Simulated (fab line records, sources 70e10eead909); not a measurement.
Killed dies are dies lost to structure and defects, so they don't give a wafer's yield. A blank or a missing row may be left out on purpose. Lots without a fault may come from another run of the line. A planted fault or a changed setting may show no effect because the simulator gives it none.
Chamber matching | flow nand_harc | NHARC_A_STAIRCASE_DEP_151 on pecvd-02: 3 sister chambers
The step deposits SiO2, target thk 7200 nm. 16 wafers are shown with their chamber, then 8 later ones without.

WAFERS WITH THEIR CHAMBER
wafer  | chamber | heater_power_w (W)
L077.1 | 0       | 696
L077.4 | 0       | 640
L077.6 | 1       | 532
L080.2 | 2       | 719
L080.5 | 1       | 543
L080.6 | 0       | 659
L085.2 | 0       | 719
L085.4 | 2       | 647
L085.5 | 1       | 536
L088.2 | 2       | 727
L088.4 | 2       | 625
L088.6 | 1       | 540
L089.1 | 2       | 779
L089.2 | 1       | 558
L089.3 | 0       | 791
L089.4 | 1       | 533

SIGNATURES (means of the wafers above)
reading        | chamber 0 | chamber 1 | chamber 2 | scatter within a chamber
heater_power_w | 701.00    | 540.33    | 699.40    | 48.2
Rule: a wafer's distance from a chamber is the root of the sum, over the readings, of the square of ((its reading less the chamber's mean) divided by the reading's scatter). The wafer belongs to the nearest chamber; if the next one is less than 2 further off, it can't be placed. The scatter: the root of (the sum of the squares of (reading less its chamber's mean) over the shown wafers, divided by (wafers less chambers)).

WAFERS WITHOUT THEIR CHAMBER
wafer  | heater_power_w (W)
L089.5 | 629
L089.6 | 657
L090.1 | 546
L090.4 | 654
L090.5 | 620
L097.2 | 544
L097.4 | 654
L097.5 | 605

WHICH CHAMBER EACH WENT THROUGH
wafer  | from the rows above          | in truth
L089.5 | can't be placed: 2 or 0 or 1 | 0
L089.6 | can't be placed: 2 or 0 or 1 | 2
L090.1 | 1                            | 1
L090.4 | can't be placed: 2 or 0 or 1 | 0
L090.5 | can't be placed: 2 or 1 or 0 | 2
L097.2 | 1                            | 1
L097.4 | can't be placed: 2 or 0 or 1 | 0
L097.5 | can't be placed: 1 or 2 or 0 | 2
Placed correctly: 2 of 8. Can't be placed from these rows: 6 (the true chamber is among the candidates in 6). Placed wrongly: 0.
